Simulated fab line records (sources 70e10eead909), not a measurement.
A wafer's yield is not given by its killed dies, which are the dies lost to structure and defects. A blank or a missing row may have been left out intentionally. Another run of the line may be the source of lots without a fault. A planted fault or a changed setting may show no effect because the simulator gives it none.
fab line records	flow nandHarc
record: lots: 12	wafers: 36	lastDay: 34
route steps=1302 shown A_STAIRCASE@715 END@1302
lots that met no fault: from a run of the same line without faults
startH: hours from the record's first day to the start of the lot's first wafer shown	waitH: time in hours since the lot's previous step	" same as the row above	L1.1+2: several wafers, shown together as one row	- value missing, or start not given	* or withheld: withheld	< > ~ a bound
route shown NAME@n: NAME is a module with steps in the file, n the number in the route of the first one	usual: mean and standard deviation over wafers with no fault	same: alike in all rows	chamber/n: place in a boat	sites: each site's reading	_std_site: how widely they spread, as a standard deviation	_edge_site: outer sites' mean less inner sites'	radiusMm: how far each site lies from the wafer's centre	mask NAME#n: copy n	behind: the tool/chamber that last shaped the wafer	hold: the reason the lot was held/the length of the hold in hours/how it ended	device: which transistor (n, p or np) failed to switch	end of line: the tests these same wafers got at the end of their route	a step given without rows: its recipe and nothing more	killed: dies that structure and defects cost at the first sort, which is not the same as the wafer's yield	map: dies across one wafer; x = killed, . = not, _ = none there
set.NAME: setting as actually run; set.NAME@STEP: the setting as run at that earlier step	model.NAME: the simulator's own value behind a step, which no gauge read
route steps across a sampled set of lots; one table per step, one row per wafer
services: a tool's chamber out of use, with start hour (startH, from the record's first day; less than 0 if before it), hours out, and reason
== steps ==
step: NHARC_A_STAIRCASE_ETCH_201
recipe: targetDepthA: 1000	timeS: 40.5	ionEnergyEv: 400	c4f8FlowSccm: 20	o2FlowSccm: 10	arFlowSccm: withheld	rfW: 600	biasW: 1000	chemistry: C4F8/O2
usual: oesProductAu: 0.946/0.018	rfVppV: 897/6.6	runLengthS: 61.8/0.47
lot.wafer	tool	chamber	startH	waitH	oesProductAu	rfHoursCounterH	rfVppV	runLengthS
L569.3	rieDiel-11	2	-	-	0.923	33	891	62.2
L569.5	"	1	"	"	0.957	-	891	62.6
L569.6	"	2	"	"	0.928	-	891	62.1
L570.3	rieDiel-03	2	-	-	0.959	29	887	62.0
L570.5	"	2	"	"	0.955	-	887	62.1
L570.6	"	3	"	"	0.954	-	900	61.5
L571.3	rieDiel-03	0	-	-	0.927	40	905	62.2
L571.2	"	1	"	"	0.936	37	894	61.8
L571.5	"	3	"	"	0.918	-	899	61.4
L574.3	rieDiel-04	0	-	-	0.944	8	904	61.9
L574.1	"	1	"	"	0.942	17	904	61.8
L574.5	"	2	"	"	0.947	-	894	61.3
L581.4	rieDiel-04	2	-	-	0.944	40	894	61.5
L581.2	"	0	"	"	0.945	35	905	61.7
L581.1	"	1	"	"	0.929	40	905	61.6
L582.3	rieDiel-11	3	-	-	0.953	17	900	61.7
L582.4	"	2	"	"	0.945	19	891	61.7
L582.6	"	0	"	"	0.943	-	887	61.8
L583.2	rieDiel-03	3	-	-	0.947	10	899	61.7
L583.3	"	1	"	"	0.936	14	892	61.7
L583.6	"	0	"	"	0.954	-	903	62.6
L585.2	rieDiel-03	3	-	-	0.961	18	899	61.7
L585.3	"	1	"	"	0.931	20	891	61.5
L585.1	"	2	"	"	0.959	21	907	62.2
L586.2	rieDiel-04	0	-	-	0.946	53	906	61.4
L586.1	"	2	"	"	0.941	55	894	61.6
L586.5	"	1	"	"	0.930	-	903	61.6
L587.1	rieDiel-04	3	-	-	0.940	1	906	61.9
L587.2	"	0	"	"	0.937	0	906	61.2
L587.5	"	2	"	"	0.959	-	893	61.3
L588.1	rieDiel-03	0	-	-	0.942	27	903	62.4
L588.3	"	1	"	"	0.925	33	891	61.4
L588.5	"	0	"	"	0.945	-	903	62.5
L591.2	rieDiel-04	0	-	-	0.934	15	905	61.2
L591.6	"	1	"	"	0.925	-	904	61.7
L591.5	"	2	"	"	0.956	-	893	61.1
step: NHARC_A_STAIRCASE_ETCH_223
recipe: targetDepthA: 1000	timeS: 40.5	ionEnergyEv: 400	c4f8FlowSccm: 20	o2FlowSccm: 10	arFlowSccm: withheld	rfW: 600	biasW: 1000	chemistry: C4F8/O2
usual: oesProductAu: 0.941/0.013	rfVppV: 897/6.5	runLengthS: 61.9/0.44
lot.wafer	tool	chamber	startH	waitH	oesProductAu	rfHoursCounterH	rfVppV	runLengthS
L569.3	rieDiel-03	3	363.25	-	0.927	25	900	61.5
L569.6	"	0	"	"	0.930	-	904	62.5
L569.5	"	1	"	"	0.951	-	892	61.4
L570.3	rieDiel-04	3	384.22	-	0.933	4	890	61.5
L570.5	"	2	"	"	0.933	-	894	61.2
L570.6	"	3	"	"	0.952	-	888	61.8
L571.3	rieDiel-04	2	405.81	-	0.924	11	895	61.8
L571.2	"	3	"	"	0.949	12	889	62.3
L571.5	"	2	"	"	0.940	-	895	61.1
L574.1	rieDiel-03	0	424.53	-	0.945	46	906	62.5
L574.3	"	1	"	"	0.942	42	892	61.6
L574.5	"	1	"	"	0.948	-	893	62.3
L581.4	rieDiel-04	3	487.38	-	0.961	46	888	61.8
L581.2	"	0	"	"	0.946	36	904	49.1
L581.1	"	1	"	"	0.927	40	905	61.9
L582.3	rieDiel-03	3	502.80	-	0.933	10	899	61.7
L582.4	"	1	"	"	0.940	14	891	62.0
L582.6	"	2	"	"	0.962	-	905	62.2
L583.2	rieDiel-03	2	503.13	-	0.961	15	905	62.4
L583.3	"	0	"	"	0.946	10	905	62.4
L583.6	"	2	"	"	0.962	-	906	62.5
L585.1	rieDiel-11	2	533.35	-	0.927	30	890	62.0
L585.2	"	3	"	"	0.934	28	899	61.7
L585.3	"	0	"	"	0.924	27	888	61.8
L586.1	rieDiel-03	0	535.64	-	0.933	19	903	62.3
L586.2	"	1	"	"	0.937	25	892	61.7
L586.5	"	3	"	"	0.936	-	900	61.5
L587.1	rieDiel-11	1	550.73	-	0.953	37	892	62.4
L587.2	"	2	"	"	0.935	41	890	61.7
L587.5	"	0	"	"	0.924	-	886	61.6
L588.1	rieDiel-11	0	571.31	-	0.935	39	888	62.0
L588.3	"	1	"	"	0.972	42	891	62.4
L588.5	"	2	"	"	0.944	-	891	62.1
L591.2	rieDiel-04	1	590.96	-	0.922	14	905	61.7
L591.6	"	0	"	"	0.958	-	904	61.4
L591.5	"	1	"	"	0.921	-	901	62.0
step: NHARC_A_STAIRCASE_ETCH_225
recipe: targetDepthA: 1000	timeS: 40.5	ionEnergyEv: 400	c4f8FlowSccm: 20	o2FlowSccm: 10	arFlowSccm: withheld	rfW: 600	biasW: 1000	chemistry: C4F8/O2
usual: oesProductAu: 0.943/0.014	rfVppV: 896/6.9	runLengthS: 61.9/0.41
lot.wafer	tool	chamber	startH	waitH	oesProductAu	rfHoursCounterH	rfVppV	runLengthS
L569.3	rieDiel-03	0	-	-	0.927	24	903	62.5
L569.5	"	2	"	"	0.951	-	887	62.0
L569.6	"	3	"	"	0.932	-	900	61.7
L570.3	rieDiel-04	1	-	-	0.922	3	905	62.2
L570.5	"	3	"	"	0.957	-	887	61.8
L570.6	"	0	"	"	0.949	-	906	61.8
L571.2	rieDiel-04	1	-	-	0.914	9	903	61.9
L571.3	"	2	"	"	0.927	11	895	61.4
L571.5	"	2	"	"	0.930	-	895	61.3
L574.3	rieDiel-03	3	-	-	0.942	44	899	61.7
L574.1	"	0	"	"	0.946	46	905	62.2
L574.5	"	3	"	"	0.931	-	900	61.6
L581.2	rieDiel-04	2	-	-	0.941	40	895	61.3
L581.1	"	0	"	"	0.935	36	906	61.5
L581.4	"	1	"	"	0.931	40	904	62.4
L582.4	rieDiel-03	0	-	-	0.942	10	903	62.4
L582.3	"	3	"	"	0.940	10	899	62.3
L582.6	"	1	"	"	0.936	-	893	61.6
L583.3	rieDiel-03	3	-	-	0.945	11	900	61.4
L583.2	"	0	"	"	0.943	11	903	62.6
L583.6	"	3	"	"	0.946	-	897	61.5
L585.3	rieDiel-11	1	-	-	0.969	31	891	62.7
L585.2	"	2	"	"	0.934	32	890	61.7
L585.1	"	0	"	"	0.947	28	887	61.6
L586.1	rieDiel-03	3	-	-	0.925	21	899	61.6
L586.2	"	2	"	"	0.945	26	906	62.3
L586.5	"	3	"	"	0.919	-	901	62.1
L587.1	rieDiel-11	3	-	-	0.929	39	897	61.9
L587.2	"	2	"	"	0.920	41	889	62.1
L587.5	"	3	"	"	0.938	-	897	62.0
L588.1	rieDiel-11	3	-	-	0.954	43	898	61.5
L588.3	"	1	"	"	0.953	42	892	62.5
L588.5	"	3	"	"	0.964	-	898	61.5
L591.2	rieDiel-04	0	-	-	0.942	16	906	61.6
L591.5	"	3	"	"	0.933	-	907	61.7
L591.6	"	0	"	"	0.941	-	905	61.3
step: NHARC_A_STAIRCASE_TRIM_235
recipe: timeS: 211.2	o2FlowSccm: 500	arFlowSccm: 0	biasW: 0	chemistry: O2
usual: drypumpMotorCurrentA: 5.7/0.38	oesProductAu: 1.000/0.014	rfVppV: 57.7/0.91	showerheadPlenumPTorr: 3.53/0.18	throttleValvePct: 17.036/0.0087
lot.wafer	tool	chamber	startH	waitH	drypumpMotorCurrentA	oesProductAu	rfHoursCounterH	rfVppV	showerheadPlenumPTorr	throttleValvePct
L569.3	rieDiel-11	3	-	-	5.2	0.990	35	56.8	3.61	17.025
L569.5	"	0	"	"	5.6	1.018	-	57.2	3.32	17.033
L569.6	"	1	"	"	6.2	1.005	-	56.1	3.43	17.037
L570.3	rieDiel-03	0	-	-	5.7	1.006	37	57.8	3.76	17.047
L570.5	"	0	"	"	5.7	0.998	-	58.7	3.76	17.039
L570.6	"	1	"	"	5.3	1.002	-	58.0	3.43	17.041
L571.2	rieDiel-04	1	-	-	6.1	0.992	10	58.0	3.77	17.032
L571.3	"	2	"	"	5.4	0.990	11	57.3	3.51	17.016
L571.5	"	3	"	"	5.2	0.992	-	57.4	3.31	17.038
L574.1	rieDiel-11	0	-	-	5.5	0.998	48	57.9	3.31	17.049
L574.3	"	2	"	"	5.7	1.007	54	57.4	3.39	17.043
L574.5	"	3	"	"	5.1	0.981	-	58.7	3.60	17.031
L581.1	rieDiel-04	2	-	-	5.4	1.006	41	57.9	3.49	17.045
L581.4	"	3	"	"	5.2	1.031	47	57.7	3.30	17.027
L581.2	"	1	"	"	6.1	0.987	41	57.2	3.75	17.034
L582.4	rieDiel-04	3	-	-	5.2	1.024	53	56.5	3.29	17.020
L582.3	"	2	"	"	5.4	0.992	46	57.2	3.49	17.028
L582.6	"	0	"	"	5.5	0.996	-	56.5	3.78	17.027
L583.3	rieDiel-03	3	-	-	6.3	0.993	11	58.0	3.61	17.042
L583.2	"	0	"	"	5.7	0.996	11	57.8	3.74	17.048
L583.6	"	0	"	"	5.7	1.003	-	58.0	3.74	17.031
L585.1	rieDiel-04	1	-	-	6.0	0.988	56	57.9	3.74	17.049
L585.2	"	2	"	"	5.4	1.006	56	57.8	3.48	17.029
L585.3	"	3	"	"	5.2	1.018	64	57.8	3.29	17.037
L586.2	rieDiel-03	1	-	-	5.3	1.000	26	57.6	3.41	17.043
L586.1	"	0	"	"	5.6	1.016	20	59.3	3.73	17.032
L586.5	"	1	"	"	5.2	0.999	-	57.9	3.41	17.042
L587.2	rieDiel-11	2	-	-	5.7	0.982	41	56.8	3.36	17.037
L587.1	"	3	"	"	5.2	0.997	39	58.4	3.58	17.047
L587.5	"	0	"	"	5.5	0.994	-	56.1	3.29	17.035
L588.1	rieDiel-11	3	-	-	5.1	1.008	43	59.1	3.57	17.033
L588.3	"	1	"	"	6.2	1.027	43	56.0	3.40	17.043
L588.5	"	3	"	"	5.2	1.009	-	57.7	3.57	17.026
L591.2	rieDiel-11	2	-	-	5.7	0.976	54	59.1	3.36	17.037
L591.6	"	3	"	"	5.2	1.012	-	58.3	3.57	17.036
L591.5	"	0	"	"	5.5	0.991	-	56.5	3.28	17.030
step: NHARC_END_SORT_01
recipe: tempC: 25
usual: killedAtArray: 55/19	killedAtOther: 0.9/1.4	killedAtPeriphery: 3.8/2.9	killedDies: 60/19	killedOpen: 3.3/1.8	killedShort: 2.6/1.6
same: grossDies: 677
lot.wafer	tool	chamber	startH	waitH	killedAtArray	killedAtOther	killedAtPeriphery	killedDies	killedOpen	killedShort
L581.1	prober-02	0	698.39	2.5	55	1	5	61	3	4
L581.2	prober-02	0	699.17	2.8	672	0	5	677	3	2
L581.4	prober-02	0	700.75	3.4	48	0	2	50	0	1
L585.1	prober-02	0	735.02	2.5	36	4	2	42	2	2
L585.2	prober-02	0	735.82	2.8	45	0	2	47	1	3
L585.3	prober-02	0	736.61	3.1	39	1	2	42	1	3
killed by level:class
L581.1 A_SLIT:chamberFilmFlake=25 A_CHANNEL_HOLE_D2:chamberFilmFlake=10 A_CHANNEL_HOLE_D1:chamberFilmFlake=7 P_GATE:chamberFilmFlake=3 A_CHANNEL_FILL_D1:chamberFilmFlake=3 A_WL_FILL:chamberFilmFlake=2 A_CONTACT:chamberFilmFlake=2 P_GATE:geometricParticle:open=1
L581.2 A_STAIRCASE:areaEtch=624 A_SLIT:chamberFilmFlake=24 A_CHANNEL_HOLE_D2:chamberFilmFlake=10 A_CHANNEL_HOLE_D1:chamberFilmFlake=4 P_GATE:chamberFilmFlake=3 P_GATE:geometricParticle:open=2 A_STAIRCASE:chamberFilmFlake=2 A_CONTACT:chamberFilmFlake=2
L581.4 A_SLIT:chamberFilmFlake=23 A_CHANNEL_HOLE_D2:chamberFilmFlake=10 A_CHANNEL_HOLE_D1:chamberFilmFlake=7 A_CHANNEL_FILL_D1:chamberFilmFlake=3 A_STAIRCASE:chamberFilmFlake=3 P_GATE:chamberFilmFlake=2 A_SGD_CUT:geometricParticle:short=1 A_CONTACT:chamberFilmFlake=1
L585.1 A_CHANNEL_HOLE_D2:chamberFilmFlake=13 A_CHANNEL_HOLE_D1:chamberFilmFlake=7 A_SLIT:chamberFilmFlake=5 THIN_TSV:chamberFilmFlake=4 A_STAIRCASE:chamberFilmFlake=3 A_WL_FILL:geometricParticle:short=2 P_ZERO_WELL:chamberFilmFlake=2 A_DECK1_JOINT:geometricParticle:open=1
L585.2 A_CHANNEL_HOLE_D2:chamberFilmFlake=25 A_CHANNEL_HOLE_D1:chamberFilmFlake=6 A_SLIT:chamberFilmFlake=4 A_WL_FILL:geometricParticle:short=2 A_CONTACT:chamberFilmFlake=2 A_CHANNEL_FILL_D1:geometricParticle:short=1 A_DECK1_JOINT:geometricParticle:open=1 P_ZERO_WELL:chamberFilmFlake=1
L585.3 A_CHANNEL_HOLE_D2:chamberFilmFlake=13 A_CHANNEL_HOLE_D1:chamberFilmFlake=8 A_SLIT:chamberFilmFlake=7 A_CHANNEL_FILL_D1:chamberFilmFlake=2 A_STAIRCASE:chamberFilmFlake=2 P_CONTACT:geometricParticle:open=1 A_CHANNEL_FILL_D1:geometricParticle:short=1 A_ONON_D2:geometricParticle:short=1
== services ==
tool	chamber	startH	hours	kind
rieDiel-03	0	339.93	-	clean
rieDiel-03	1	339.93	-	clean
rieDiel-03	2	339.93	-	clean
rieDiel-03	3	339.93	-	clean
rieDiel-04	2	351.08	3.3	repair
rieDiel-04	-	358.76	9.0	pm
rieDiel-03	0	364.44	-	clean
rieDiel-03	1	364.44	-	clean
rieDiel-03	2	364.44	-	clean
rieDiel-03	3	364.44	-	clean
rieDiel-03	-	368.51	0.6	repair
rieDiel-03	0	388.99	-	clean
rieDiel-03	1	388.99	-	clean
rieDiel-03	2	388.99	-	clean
rieDiel-03	3	388.99	-	clean
rieDiel-04	0	393.17	26.6	repair
rieDiel-03	0	413.49	-	clean
rieDiel-03	1	413.49	-	clean
rieDiel-03	2	413.49	-	clean
rieDiel-11	-	434.79	9.0	pm
rieDiel-03	-	458.59	9.0	pm
rieDiel-03	2	517.55	7.5	repair
rieDiel-04	-	535.82	9.0	pm
rieDiel-03	3	546.16	10.6	repair
== key ==
firstSign: step: NHARC_A_STAIRCASE_ETCH_223	reading: runLengthS	direction: down	sigmas: 29	usual: *	struck: *
effect: step: NHARC_END_SORT_01	reading: killedDies	direction: up	sigmas: 33	usual: 60	struck: 677
moreKillsBornAt: NHARC_A_STAIRCASE_ETCH_223@rieDiel-04: 624
metAt NHARC_A_STAIRCASE_ETCH_223
struckLots L581
struckWafers L581.2
laterRowsLeftOut L581.2
testerLeftOut L581
notActingAt NHARC_A_STAIRCASE_ETCH_201,NHARC_A_STAIRCASE_ETCH_225,NHARC_A_STAIRCASE_TRIM_235
fault: kind: processParameterDrift	tool: rieDiel-04	chamber: 0	onsetH: 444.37	steps: NHARC_A_STAIRCASE_ETCH_223	channel: timeS	offset: *	shape: step	endH: 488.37	actsIn: *	stated: *
testerLeftOut: of these lots the tester's yield and bins aren't shown, on N5 and GAA mostly nor the transistor test; their killed dies are dies lost to structure and defects alone, not to doping, threshold or leakage, so they don't give the yield
laterRowsLeftOut: the simulator's readings of these wafers behind a module that went badly wrong aren't trusted and aren't shown, but for the sort
